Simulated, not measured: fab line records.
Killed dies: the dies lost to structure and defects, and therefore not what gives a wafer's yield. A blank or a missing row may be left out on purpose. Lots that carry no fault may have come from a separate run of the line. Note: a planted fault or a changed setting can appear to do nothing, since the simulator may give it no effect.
Chamber matching :: flow nand_harc :: 4 sister chambers for NHARC_A_CONTACT_ETCH_92 on rie_diel-12
The step etches the open film in CH3F/O2, target depth 40 nm, time 85.7 s. 16 wafers are shown with their chamber, then 8 later ones without.

== WAFERS, EACH WITH ITS CHAMBER ==
wafer: L074.1
chamber: 3
showerhead_plenum_p_Torr (Torr): 2.65
rf_vpp_V (V): 247.4
oes_product_au (a.u.): 0.934

wafer: L074.2
chamber: 0
showerhead_plenum_p_Torr (Torr): 2.63
rf_vpp_V (V): 247.0
oes_product_au (a.u.): 0.909

wafer: L074.4
chamber: 1
showerhead_plenum_p_Torr (Torr): 2.53
rf_vpp_V (V): 245.7
oes_product_au (a.u.): 0.908

wafer: L079.2
chamber: 3
showerhead_plenum_p_Torr (Torr): 2.65
rf_vpp_V (V): 247.5
oes_product_au (a.u.): 1.020

wafer: L079.5
chamber: 2
showerhead_plenum_p_Torr (Torr): 2.34
rf_vpp_V (V): 242.1
oes_product_au (a.u.): 1.017

wafer: L079.6
chamber: 1
showerhead_plenum_p_Torr (Torr): 2.52
rf_vpp_V (V): 244.9
oes_product_au (a.u.): 0.994

wafer: L081.3
chamber: 1
showerhead_plenum_p_Torr (Torr): 2.52
rf_vpp_V (V): 245.2
oes_product_au (a.u.): 0.918

wafer: L081.4
chamber: 0
showerhead_plenum_p_Torr (Torr): 2.62
rf_vpp_V (V): 247.1
oes_product_au (a.u.): 0.904

wafer: L081.6
chamber: 1
showerhead_plenum_p_Torr (Torr): 2.52
rf_vpp_V (V): 246.1
oes_product_au (a.u.): 0.913

wafer: L082.1
chamber: 1
showerhead_plenum_p_Torr (Torr): 2.52
rf_vpp_V (V): 244.6
oes_product_au (a.u.): 0.918

wafer: L082.4
chamber: 0
showerhead_plenum_p_Torr (Torr): 2.62
rf_vpp_V (V): 246.1
oes_product_au (a.u.): 0.915

wafer: L082.6
chamber: 0
showerhead_plenum_p_Torr (Torr): 2.62
rf_vpp_V (V): 247.3
oes_product_au (a.u.): 0.919

wafer: L080.1
chamber: 2
showerhead_plenum_p_Torr (Torr): 2.33
rf_vpp_V (V): 242.1
oes_product_au (a.u.): 0.933

wafer: L080.3
chamber: 1
showerhead_plenum_p_Torr (Torr): 2.52
rf_vpp_V (V): 244.8
oes_product_au (a.u.): 0.914

wafer: L080.5
chamber: 0
showerhead_plenum_p_Torr (Torr): 2.62
rf_vpp_V (V): 246.9
oes_product_au (a.u.): 0.920

wafer: L089.1
chamber: 3
showerhead_plenum_p_Torr (Torr): 2.63
rf_vpp_V (V): 246.8
oes_product_au (a.u.): 0.998

SIGNATURES (averages over the wafers above)
reading: showerhead_plenum_p_Torr
chamber 0: 2.6220
chamber 1: 2.5217
chamber 2: 2.3350
chamber 3: 2.6433
scatter within a chamber: 0.00632

reading: rf_vpp_V
chamber 0: 246.880
chamber 1: 245.217
chamber 2: 242.100
chamber 3: 247.233
scatter within a chamber: 0.483

reading: oes_product_au
chamber 0: 0.91340
chamber 1: 0.92750
chamber 2: 0.97500
chamber 3: 0.98400
scatter within a chamber: 0.033
Rule: a wafer lies at a distance from a chamber equal to the root of the sum of squares, over the readings, of (its reading less the chamber's mean, divided by the reading's scatter). The wafer belongs to the nearest chamber; if the next one is less than 2 further off, it can't be placed. The scatter is the square root of a quotient: the sum, over the shown wafers, of each reading's squared deviation from its chamber's mean, divided by wafers minus chambers.

== WAFERS WITHOUT THEIR CHAMBER ==
wafer: L089.3
showerhead_plenum_p_Torr (Torr): 2.61
rf_vpp_V (V): 249.9
oes_product_au (a.u.): 0.977

wafer: L089.6
showerhead_plenum_p_Torr (Torr): 2.61
rf_vpp_V (V): 245.5
oes_product_au (a.u.): 0.981

wafer: L091.3
showerhead_plenum_p_Torr (Torr): 2.32
rf_vpp_V (V): 241.2
oes_product_au (a.u.): 0.932

wafer: L091.4
showerhead_plenum_p_Torr (Torr): 2.63
rf_vpp_V (V): 247.3
oes_product_au (a.u.): 0.921

wafer: L091.6
showerhead_plenum_p_Torr (Torr): 2.32
rf_vpp_V (V): 240.3
oes_product_au (a.u.): 0.923

wafer: L093.1
showerhead_plenum_p_Torr (Torr): 2.51
rf_vpp_V (V): 245.1
oes_product_au (a.u.): 0.921

wafer: L093.2
showerhead_plenum_p_Torr (Torr): 2.32
rf_vpp_V (V): 243.0
oes_product_au (a.u.): 0.931

wafer: L093.3
showerhead_plenum_p_Torr (Torr): 2.63
rf_vpp_V (V): 246.9
oes_product_au (a.u.): 0.932

== THE CHAMBER EACH PASSED THROUGH ==
wafer: L089.3
from the rows above: can't be placed: 0 or 3
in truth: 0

wafer: L089.6
from the rows above: 0
in truth: 0

wafer: L091.3
from the rows above: 2
in truth: 2

wafer: L091.4
from the rows above: can't be placed: 0 or 3
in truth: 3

wafer: L091.6
from the rows above: 2
in truth: 2

wafer: L093.1
from the rows above: 1
in truth: 1

wafer: L093.2
from the rows above: 2
in truth: 2

wafer: L093.3
from the rows above: can't be placed: 0 or 3
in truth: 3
Placed correctly: 5 of 8. Cannot be placed on the basis of these rows: 3; the candidates contain the true chamber in 3. Number placed wrongly: 0.
